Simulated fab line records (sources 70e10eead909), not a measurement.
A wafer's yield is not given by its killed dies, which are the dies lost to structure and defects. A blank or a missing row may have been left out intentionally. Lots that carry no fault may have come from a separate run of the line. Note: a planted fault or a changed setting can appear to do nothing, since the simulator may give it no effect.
The tool behind it: which one?	flow nand_harc	Sampling: 22 lots, 66 wafers, 6 of 1159 route steps

== WHAT THE GAUGES READ, wafer by wafer ==
Not one reading of a measure or inspect step in the record can be checked against a usual standard deviation.

== WHICH TOOL RAN EACH LOT (tool, then ch and the chambers of the sampled wafers, then the start) ==
lot	NHARC_A_STAIRCASE_DESCUM_443	NHARC_A_SGD_CUT_DESCUM_14	NHARC_A_SLIT_ETCH_24	NHARC_A_SLIT_ETCH_15	NHARC_A_WL_FILL_RTA_01	NHARC_A_WL_FILL_STRIP_27
L074	rie_diel-02 ch 0,1,3, day 13 10:04	rie_diel-11 ch 1,2,3, day 13 16:14	rie_diel-12 ch 1,3, day 14 03:59	rie_diel-12 ch 0,1, day 14 22:25 or earlier	rtp_anneal-02 ch 0, day 14 22:25	plasma_asher-02 ch 0,1, day 15 03:01
L075	rie_diel-08 ch 0,1,3, day 13 10:12	rie_diel-06 ch 0,1,3, day 13 16:28	rie_diel-13 ch 0,1,3, day 14 04:18	rie_diel-13 ch 1,2,3, day 14 22:13 or earlier	rtp_anneal-01 ch 0, day 14 22:13	plasma_asher-01 ch 0,1, day 15 02:54
L076	rie_diel-08 ch 0,2,3, day 14 07:40	rie_diel-06 ch 0,1,3, day 14 13:43	rie_diel-13 ch 2,3, day 14 23:14	rie_diel-13 ch 1,3, day 15 13:41 or earlier	rtp_anneal-01 ch 0, day 15 13:41	plasma_asher-01 ch 0,1, day 15 18:00
L077	rie_diel-02 ch 0,1,3, day 14 07:59	rie_diel-09 ch 1,2,3, day 14 14:04	rie_diel-04 ch 1,3, day 14 23:13	rie_diel-04 ch 1,3, day 15 13:50 or earlier	rtp_anneal-01 ch 0, day 15 13:50	plasma_asher-02 ch 0,1, day 15 20:47
L078	rie_diel-08 ch 0,3, day 14 18:35	rie_diel-09 ch 1,2, day 15 01:12	rie_diel-12 ch 0,2, day 15 15:54	rie_diel-12 ch 0,2, day 16 15:43 or earlier	rtp_anneal-02 ch 0, day 16 15:43	plasma_asher-01 ch 0,1, day 17 01:03
L080	rie_diel-08 ch 1,2, day 14 18:40	rie_diel-06 ch 0,3, day 15 02:23	rie_diel-04 ch 0,1,3, day 15 13:03	rie_diel-04 ch 0,2,3, day 16 02:38 or earlier	rtp_anneal-02 ch 0, day 16 02:38	plasma_asher-01 ch 0,1, day 16 06:58
L081	rie_diel-08 ch 0,2,3, day 15 10:13	rie_diel-09 ch 0,1,3, day 15 16:16	rie_diel-04 ch 0,3, day 16 02:13	rie_diel-04 ch 1,2, day 16 15:35 or earlier	rtp_anneal-01 ch 0, day 16 15:35	plasma_asher-01 ch 0,1, day 16 22:17
L082	rie_diel-01 ch 1,2,3, day 16 01:20	rie_diel-09 ch 0,1,3, day 16 08:39	rie_diel-04 ch 0,1,3, day 16 18:47	rie_diel-04 ch 0,1, day 17 06:14 or earlier	rtp_anneal-02 ch 0, day 17 06:14	plasma_asher-01 ch 0,1, day 17 12:05
L083	rie_diel-02 ch 2,3, day 16 01:32	rie_diel-06 ch 0,1,3, day 16 08:59	rie_diel-12 ch 0,2, day 16 18:56	rie_diel-12 ch 1,2,3, day 17 06:23 or earlier	rtp_anneal-02 ch 0, day 17 06:23	plasma_asher-02 ch 0,1, day 17 12:49
L086	rie_diel-01 ch 1,2,3, day 16 14:31	rie_diel-06 ch 1,2,3, day 16 20:44	rie_diel-13 ch 0,1,3, day 17 06:41	rie_diel-13 ch 0,1,2, day 17 20:39 or earlier	rtp_anneal-02 ch 0, day 17 20:39	plasma_asher-01 ch 0,1, day 18 03:50
L087	rie_diel-08 ch 0,1,2, day 17 00:52	rie_diel-06 ch 0,1,2, day 17 07:15	rie_diel-13 ch 0,1,2, day 17 18:04	rie_diel-13 ch 0,2,3, day 18 05:26 or earlier	rtp_anneal-01 ch 0, day 18 05:26	plasma_asher-02 ch 0,1, day 18 12:17
L084	rie_diel-02 ch 0,1,3, day 17 00:53	rie_diel-09 ch 0,1, day 17 07:05	rie_diel-12 ch 0,1, day 17 18:28	rie_diel-12 ch 1,2, day 18 05:26 or earlier	rtp_anneal-02 ch 0, day 18 05:26	plasma_asher-01 ch 0,1, day 18 12:17
L085	rie_diel-02 ch 1,2,3, day 17 00:57	rie_diel-06 ch 1,2,3, day 17 08:50	rie_diel-13 ch 0,2,3, day 17 19:02	rie_diel-13 ch 0,2,3, day 18 05:36 or earlier	rtp_anneal-01 ch 0, day 18 05:36	plasma_asher-02 ch 0,1, day 18 15:04
L092	rie_diel-01 ch 1,3, day 17 17:31	rie_diel-06 ch 2,3, day 17 23:23	rie_diel-04 ch 1,2,3, day 18 11:42	rie_diel-04 ch 1,2, day 18 22:59 or earlier	rtp_anneal-01 ch 0, day 18 22:59	plasma_asher-01 ch 0, day 19 04:18
L088	rie_diel-08 ch 0,2,3, day 17 17:35	rie_diel-11 ch 1,3, day 17 23:49	rie_diel-13 ch 0,2,3, day 18 11:02	rie_diel-13 ch 0,2,3, day 18 22:45 or earlier	rtp_anneal-02 ch 0, day 18 22:45	plasma_asher-02 ch 0,1, day 19 03:07
L091	rie_diel-02 ch 0,1, day 17 17:38	rie_diel-11 ch 0,2,3, day 18 01:56	rie_diel-04 ch 1,2, day 18 13:41	rie_diel-04 ch 1,3, day 19 03:14 or earlier	rtp_anneal-02 ch 0, day 19 03:14	plasma_asher-01 ch 0,1, day 19 10:00
L089	rie_diel-01 ch 1,2, day 17 19:07	rie_diel-06 ch 0,1,3, day 18 00:59	rie_diel-13 ch 1,2, day 18 12:45	rie_diel-13 ch 1,2,3, day 18 23:19 or earlier	rtp_anneal-01 ch 0, day 18 23:19	plasma_asher-01 ch 0,1, day 19 07:07
L093	rie_diel-08 ch 1,2, day 17 22:52	rie_diel-11 ch 1,3, day 18 04:48	rie_diel-12 ch 0,1,3, day 18 19:12	rie_diel-12 ch 0,1,2, day 19 08:01 or earlier	rtp_anneal-02 ch 0, day 19 08:01	plasma_asher-02 ch 0,1, day 19 18:08
L094	rie_diel-08 ch 0,2,3, day 18 18:28	rie_diel-06 ch 1,2,3, day 19 01:02	rie_diel-12 ch 0,1,2, day 19 11:38	rie_diel-12 ch 1,2,3, day 20 02:53 or earlier	rtp_anneal-01 ch 0, day 20 02:53	plasma_asher-02 ch 0,1, day 20 10:24
L095	rie_diel-02 ch 0,1,3, day 18 18:38	rie_diel-06 ch 1,2,3, day 19 01:50	rie_diel-13 ch 0,1,3, day 19 12:13	rie_diel-13 ch 2,3, day 20 03:02 or earlier	rtp_anneal-02 ch 0, day 20 03:02	plasma_asher-02 ch 0,1, day 20 13:20
L096	rie_diel-08 ch 0,1, day 19 06:56	rie_diel-06 ch 0,2,3, day 19 12:52	rie_diel-04 ch 0,2, day 19 22:41	rie_diel-04 ch 0,2,3, day 20 10:13 or earlier	rtp_anneal-01 ch 0, day 20 10:13	plasma_asher-01 ch 0,1, day 20 16:47
L097	rie_diel-01 ch 2,3, day 19 07:10	rie_diel-11 ch 0,2,3, day 19 13:11	rie_diel-12 ch 0,1, day 19 23:14	rie_diel-12 ch 0,2,3, day 20 10:03 or earlier	rtp_anneal-01 ch 0, day 20 10:03	plasma_asher-01 ch 0,1, day 20 14:24
- NHARC_A_STAIRCASE_DESCUM_443: chemistry O2, time 3 s.
- NHARC_A_SGD_CUT_DESCUM_14: chemistry O2, time 3 s.
- NHARC_A_SLIT_ETCH_24: etches the open film in CF4/CHF3, target depth 121 nm, time 60.5 s.
- NHARC_A_SLIT_ETCH_15: etches the open film in O2/COS, target depth 3200 nm, time 832 s.
- NHARC_A_WL_FILL_RTA_01: time 5 s.
- NHARC_A_WL_FILL_STRIP_27: strips in N2/H2, time 20 s.

== WHAT THE TOOLS THEMSELVES READ (means of the sampled wafers that have a number; where no wafer has one, the mark that the record gives instead) ==
NHARC_A_STAIRCASE_DESCUM_443. Usual: drypump_motor_current_A 5.6 A, standard deviation 0.53; oes_product_au 0.996 a.u., standard deviation 0.011; rf_vpp_V 57.8 V, standard deviation 0.97; showerhead_plenum_p_Torr 1.94 Torr, standard deviation 0.091; throttle_valve_pct 11.311 %, standard deviation 0.0094.
lot	tool	drypump_motor_current_A (A)	oes_product_au (a.u.)	rf_vpp_V (V)	showerhead_plenum_p_Torr (Torr)	throttle_valve_pct (%)	flag
L074	rie_diel-02	5.6	0.991	56.8	1.89	11.306	
L075	rie_diel-08	5.6	1.002	58.1	1.93	11.307	
L076	rie_diel-08	5.7	0.997	58.3	2.00	11.315	
L077	rie_diel-02	5.6	0.986	57.5	1.89	11.316	
L078	rie_diel-08	5.9	0.999	57.9	1.96	11.314	
L080	rie_diel-08	5.3	1.005	57.7	1.94	11.310	
L081	rie_diel-08	5.7	1.002	59.0	2.00	11.310	
L082	rie_diel-01	5.4	1.001	57.5	1.91	11.306	
L083	rie_diel-02	6.6	0.986	58.4	1.86	11.314	
L086	rie_diel-01	5.4	0.996	57.6	1.91	11.304	
L087	rie_diel-08	5.5	0.992	57.6	1.96	11.313	
L084	rie_diel-02	5.6	0.998	57.7	1.89	11.323	
L085	rie_diel-02	6.1	0.995	57.8	1.86	11.308	
L092	rie_diel-01	5.2	1.000	57.3	1.94	11.320	
L088	rie_diel-08	5.7	0.997	57.7	1.99	11.298	
L091	rie_diel-02	5.0	0.997	57.0	1.96	11.311	
L089	rie_diel-01	5.6	1.001	57.8	1.90	11.319	
L093	rie_diel-08	5.3	1.000	58.1	1.93	11.322	
L094	rie_diel-08	5.7	0.994	58.3	1.99	11.314	
L095	rie_diel-02	5.6	0.995	57.1	1.88	11.299	
L096	rie_diel-08	5.4	1.000	57.5	1.88	11.320	
L097	rie_diel-01	5.3	0.996	57.6	1.90	11.309	

NHARC_A_SGD_CUT_DESCUM_14. Usual: drypump_motor_current_A 5.53 A, standard deviation 0.24; oes_product_au 0.997 a.u., standard deviation 0.01; rf_vpp_V 57.9 V, standard deviation 0.83; showerhead_plenum_p_Torr 1.94 Torr, standard deviation 0.093; throttle_valve_pct 11.312 %, standard deviation 0.0092.
lot	tool	drypump_motor_current_A (A)	oes_product_au (a.u.)	rf_vpp_V (V)	showerhead_plenum_p_Torr (Torr)	throttle_valve_pct (%)	flag
L074	rie_diel-11	5.68	0.989	57.3	1.86	11.305	
L075	rie_diel-06	5.48	0.992	58.0	2.02	11.312	
L076	rie_diel-06	5.46	0.991	57.8	2.02	11.310	
L077	rie_diel-09	5.68	1.005	57.2	1.89	11.313	
L078	rie_diel-09	5.76	1.004	58.0	1.96	11.315	
L080	rie_diel-06	5.22	0.993	57.8	1.99	11.301	
L081	rie_diel-09	5.55	1.009	57.6	1.94	11.318	
L082	rie_diel-09	5.53	1.009	57.9	1.94	11.316	
L083	rie_diel-06	5.45	0.999	58.0	2.02	11.307	
L086	rie_diel-06	5.55	0.997	57.8	1.99	11.321	
L087	rie_diel-06	5.47	1.001	57.7	1.97	11.314	
L084	rie_diel-09	5.50	0.995	57.4	1.98	11.305	
L085	rie_diel-06	5.53	1.000	58.0	1.99	11.309	
L092	rie_diel-06	5.38	0.990	58.4	1.97	11.311	
L088	rie_diel-11	5.65	0.999	57.8	1.89	11.309	
L091	rie_diel-11	5.62	0.995	57.9	1.83	11.310	
L089	rie_diel-06	5.46	1.000	58.5	2.02	11.315	
L093	rie_diel-11	5.77	1.002	56.7	1.87	11.317	
L094	rie_diel-06	5.54	0.978	58.0	1.99	11.311	
L095	rie_diel-06	5.55	0.982	58.4	1.99	11.311	
L096	rie_diel-06	5.29	0.990	58.2	1.96	11.315	
L097	rie_diel-11	5.62	0.995	57.6	1.83	11.313	

NHARC_A_SLIT_ETCH_24. Usual: cf4_flow_sccm 100.0 sccm, standard deviation 0.3; drypump_motor_current_A 5.8 A, standard deviation 0.51; oes_product_au 0.961 a.u., standard deviation 0.021; rf_vpp_V 369.9 V, standard deviation 2.4; showerhead_plenum_p_Torr 1.55 Torr, standard deviation 0.066; throttle_valve_pct 16.803 %, standard deviation 0.0094.
lot	tool	cf4_flow_sccm (sccm)	drypump_motor_current_A (A)	oes_product_au (a.u.)	rf_vpp_V (V)	showerhead_plenum_p_Torr (Torr)	throttle_valve_pct (%)	flag
L074	rie_diel-12	99.9	6.1	0.961	371.3	1.61	16.795	
L075	rie_diel-13	100.0	5.9	0.982	369.0	1.53	16.802	
L076	rie_diel-13	99.8	5.3	0.934	368.5	1.51	16.803	
L077	rie_diel-04	100.0	5.5	0.955	370.9	1.59	16.805	
L078	rie_diel-12	100.0	6.3	0.938	371.9	1.60	16.801	
L080	rie_diel-04	99.9	5.7	0.916	370.4	1.58	16.810	
L081	rie_diel-04	99.9	5.9	0.961	370.8	1.57	16.806	
L082	rie_diel-04	100.3	5.7	0.954	370.7	1.58	16.798	
L083	rie_diel-12	100.1	6.0	0.975	369.5	1.56	16.794	
L086	rie_diel-13	100.2	5.9	0.986	368.6	1.53	16.809	
L087	rie_diel-13	100.3	6.2	0.986	369.0	1.51	16.806	
L084	rie_diel-12	100.0	5.7	0.977	367.3	1.50	16.798	
L085	rie_diel-13	100.2	5.9	0.982	368.8	1.49	16.805	
L092	rie_diel-04	100.0	5.3	0.971	371.2	1.57	16.801	
L088	rie_diel-13	100.0	5.8	0.973	367.7	1.49	16.797	
L091	rie_diel-04	100.0	5.2	0.951	369.9	1.57	16.810	
L089	rie_diel-13	100.4	5.9	0.983	368.9	1.51	16.796	
L093	rie_diel-12	100.1	5.9	0.980	369.1	1.55	16.798	
L094	rie_diel-12	100.2	6.1	0.973	369.1	1.54	16.806	
L095	rie_diel-13	100.0	5.9	0.929	368.7	1.53	16.808	
L096	rie_diel-04	100.0	5.5	0.969	370.3	1.55	16.805	
L097	rie_diel-12	100.1	5.7	0.976	367.9	1.49	16.806	

NHARC_A_SLIT_ETCH_15. Usual: drypump_motor_current_A 5.9 A, standard deviation 0.55; oes_product_au 1.003 a.u., standard deviation 0.0086; rf_vpp_V 313.7 V, standard deviation 2; showerhead_plenum_p_Torr 3.09 Torr, standard deviation 0.13; throttle_valve_pct 28.330 %, standard deviation 0.0096.
lot	tool	drypump_motor_current_A (A)	oes_product_au (a.u.)	rf_vpp_V (V)	showerhead_plenum_p_Torr (Torr)	throttle_valve_pct (%)	flag
L074	rie_diel-12	5.8	1.001	312.5	2.94	28.324	
L075	rie_diel-13	5.7	1.008	312.5	3.04	28.332	
L076	rie_diel-13	5.7	1.009	314.2	3.12	28.331	
L077	rie_diel-04	5.6	0.984	313.9	3.16	28.320	
L078	rie_diel-12	6.4	0.998	314.2	3.17	28.324	
L080	rie_diel-04	5.5	1.004	312.7	3.09	28.328	
L081	rie_diel-04	5.2	1.003	314.8	3.12	28.325	
L082	rie_diel-04	5.5	0.999	314.3	3.15	28.325	
L083	rie_diel-12	6.2	1.009	314.3	3.17	28.332	
L086	rie_diel-13	6.2	1.004	311.8	3.01	28.332	
L087	rie_diel-13	5.9	1.013	311.9	2.96	28.327	
L084	rie_diel-12	6.4	1.009	315.0	3.15	28.316	
L085	rie_diel-13	5.9	1.004	312.4	2.96	28.325	
L092	rie_diel-04	5.2	1.009	313.9	3.12	28.327	
L088	rie_diel-13	5.9	0.993	311.3	2.96	28.329	
L091	rie_diel-04	5.8	1.001	314.5	3.14	28.332	
L089	rie_diel-13	5.7	0.998	312.7	3.03	28.332	
L093	rie_diel-12	6.1	1.003	313.2	3.06	28.331	
L094	rie_diel-12	6.2	1.007	314.3	3.17	28.326	
L095	rie_diel-13	5.3	1.005	312.3	2.99	28.330	
L096	rie_diel-04	5.5	0.991	313.9	3.08	28.334	
L097	rie_diel-12	6.2	1.012	315.5	3.19	28.335	

NHARC_A_WL_FILL_RTA_01. Usual: lamp_power_pct 33.5 %, standard deviation 1.8; wafer_temp_C_max 1005.5, standard deviation 1.5.
lot	tool	lamp_power_pct (%)	wafer_temp_C_max	flag
L074	rtp_anneal-02	35.3	1003.2	
L075	rtp_anneal-01	31.6	1006.4	
L076	rtp_anneal-01	31.6	1005.6	
L077	rtp_anneal-01	31.6	1006.0	
L078	rtp_anneal-02	35.3	1005.0	
L080	rtp_anneal-02	35.3	1003.7	
L081	rtp_anneal-01	31.7	1006.5	
L082	rtp_anneal-02	35.3	1004.5	
L083	rtp_anneal-02	35.4	1003.1	
L086	rtp_anneal-02	35.3	1005.0	
L087	rtp_anneal-01	31.6	1005.1	
L084	rtp_anneal-02	35.4	1003.7	
L085	rtp_anneal-01	31.7	1006.7	
L092	rtp_anneal-01	31.7	1008.0	
L088	rtp_anneal-02	35.3	1006.0	
L091	rtp_anneal-02	35.3	1004.1	
L089	rtp_anneal-01	31.7	1006.7	
L093	rtp_anneal-02	35.3	1004.9	
L094	rtp_anneal-01	31.6	1005.9	
L095	rtp_anneal-02	35.3	1004.6	
L096	rtp_anneal-01	31.6	1006.7	
L097	rtp_anneal-01	31.7	1006.6	

NHARC_A_WL_FILL_STRIP_27. Usual: drypump_motor_current_A 5.4 A, standard deviation 0.4; heater_power_w 366 W, standard deviation 31.
lot	tool	drypump_motor_current_A (A)	heater_power_w (W)	flag
L074	plasma_asher-02	5.8	388	
L075	plasma_asher-01	5.2	338	
L076	plasma_asher-01	5.2	360	
L077	plasma_asher-02	5.8	389	
L078	plasma_asher-01	5.3	359	
L080	plasma_asher-01	5.3	350	
L081	plasma_asher-01	5.2	339	
L082	plasma_asher-01	5.2	340	
L083	plasma_asher-02	5.5	383	
L086	plasma_asher-01	5.2	340	
L087	plasma_asher-02	5.8	389	
L084	plasma_asher-01	5.2	352	
L085	plasma_asher-02	5.5	390	
L092	plasma_asher-01	5.3	369	
L088	plasma_asher-02	5.5	388	
L091	plasma_asher-01	5.2	358	
L089	plasma_asher-01	5.2	350	
L093	plasma_asher-02	5.8	384	
L094	plasma_asher-02	5.8	383	
L095	plasma_asher-02	5.8	385	
L096	plasma_asher-01	5.2	364	
L097	plasma_asher-01	5.2	343	

== THE ANSWER, worked out from the rows above alone ==
Rule: take the mean of a lot's wafers that have a number; if it is more than 3 standard deviations from the usual mean, the lot is off. A lot without any number at a reading at which 4 lots or more have one is off too. Where the step has rows for the other lots, those lots are counted as sound. Order of review: gauges by route order, followed by the tools' own readings, for which a lot's mean as printed above is used. The first step at which some lot is off is used, and at that step the reading that is off furthest; a lot without a number counts as furthest.
None of the lots is off at any reading shown; this tells nothing.

== WHAT THE SIMULATOR HAD INSERTED ==
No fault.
